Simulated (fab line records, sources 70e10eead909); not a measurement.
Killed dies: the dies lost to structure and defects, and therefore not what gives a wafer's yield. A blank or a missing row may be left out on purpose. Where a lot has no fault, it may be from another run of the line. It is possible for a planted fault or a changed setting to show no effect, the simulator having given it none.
Chamber matching    flow nand_harc    NHARC_A_CONTACT_DESCUM_74 on rie_diel-07: 4 sister chambers
The step chemistry O2, time 3 s. 36 wafers are shown with their chamber, then 12 later ones without.

## WAFERS PAIRED WITH THEIR CHAMBERS
wafer   chamber  showerhead_plenum_p_Torr (Torr)  drypump_motor_current_A (A)  oes_product_au (a.u.)
L075.1  1        2.00                             5.9                          1.005
L075.2  2        2.06                             6.1                          1.012
L075.4  0        1.99                             6.1                          1.000
L077.2  0        1.99                             6.2                          1.010
L077.5  0        1.99                             6.2                          1.011
L077.6  3        1.96                             6.3                          1.024
L079.1  1        1.99                             5.9                          0.996
L079.3  0        1.99                             6.2                          1.009
L079.6  1        1.99                             5.9                          0.997
L079.2  3        1.96                             6.3                          1.008
L079.4  2        2.06                             6.1                          1.015
L079.5  0        1.99                             6.2                          1.002
L080.2  3        1.96                             6.2                          1.007
L080.3  1        1.99                             5.9                          1.000
L080.5  3        1.96                             6.3                          1.005
L081.1  1        1.99                             5.9                          0.997
L081.2  3        1.96                             6.3                          1.010
L081.4  0        1.99                             6.1                          1.006
L081.3  2        2.06                             6.0                          1.004
L081.5  0        1.99                             6.1                          1.010
L081.6  3        1.96                             6.3                          1.005
L082.2  1        1.99                             5.9                          0.993
L082.3  2        2.06                             6.1                          1.011
L082.4  3        1.96                             6.2                          0.996
L084.1  2        2.06                             6.1                          1.009
L084.2  1        1.99                             5.9                          1.001
L084.4  0        1.99                             6.1                          1.001
L085.2  2        2.06                             6.1                          1.024
L085.4  3        1.95                             6.3                          1.006
L085.5  2        2.06                             6.1                          1.017
L085.1  0        1.99                             6.2                          1.006
L085.3  1        1.99                             6.0                          1.005
L085.6  3        1.96                             6.2                          0.999
L086.1  1        1.99                             5.9                          1.003
L086.5  3        1.95                             6.3                          1.007
L086.6  2        2.06                             6.1                          1.003

SIGNATURES (averages over the wafers above)
reading                   chamber 0  chamber 1  chamber 2  chamber 3  scatter within a chamber
showerhead_plenum_p_Torr  1.9900     1.9911     2.0600     1.9580     0.00279
drypump_motor_current_A   6.156      5.911      6.087      6.270      0.0436
oes_product_au            1.00611    0.99967    1.01187    1.00670    0.00589
Rule: a wafer's distance from a chamber is the root of the sum, over the readings, of the square of ((its reading less the chamber's mean) divided by the reading's scatter). If the next closest chamber is less than 2 further off than the closest, the wafer can't be placed; otherwise it belongs to the closest. The scatter is the square root of a quotient: the sum, over the shown wafers, of each reading's squared deviation from its chamber's mean, divided by wafers minus chambers.

## WAFERS WITH NO CHAMBER GIVEN
wafer   showerhead_plenum_p_Torr (Torr)  drypump_motor_current_A (A)  oes_product_au (a.u.)
L088.3  1.95                             6.2                          0.997
L088.5  1.99                             6.2                          1.013
L088.6  1.95                             6.3                          0.996
L089.3  2.05                             6.1                          1.000
L089.4  1.95                             6.2                          0.996
L089.6  2.05                             6.1                          0.991
L090.2  1.99                             5.9                          0.997
L090.4  1.99                             6.1                          1.015
L090.5  2.05                             6.1                          0.999
L097.2  2.05                             6.1                          0.998
L097.3  1.95                             6.2                          0.985
L097.5  2.05                             6.1                          1.007

## CHAMBER TAKEN BY EACH
wafer   from the rows above  in truth
L088.3  3                    3
L088.5  0                    0
L088.6  3                    3
L089.3  2                    2
L089.4  3                    3
L089.6  2                    2
L090.2  1                    1
L090.4  0                    0
L090.5  2                    2
L097.2  2                    2
L097.3  3                    3
L097.5  2                    2
Correct placement for 12 of the 12. Number that these rows cannot place: 0. Wrongly placed: 0.
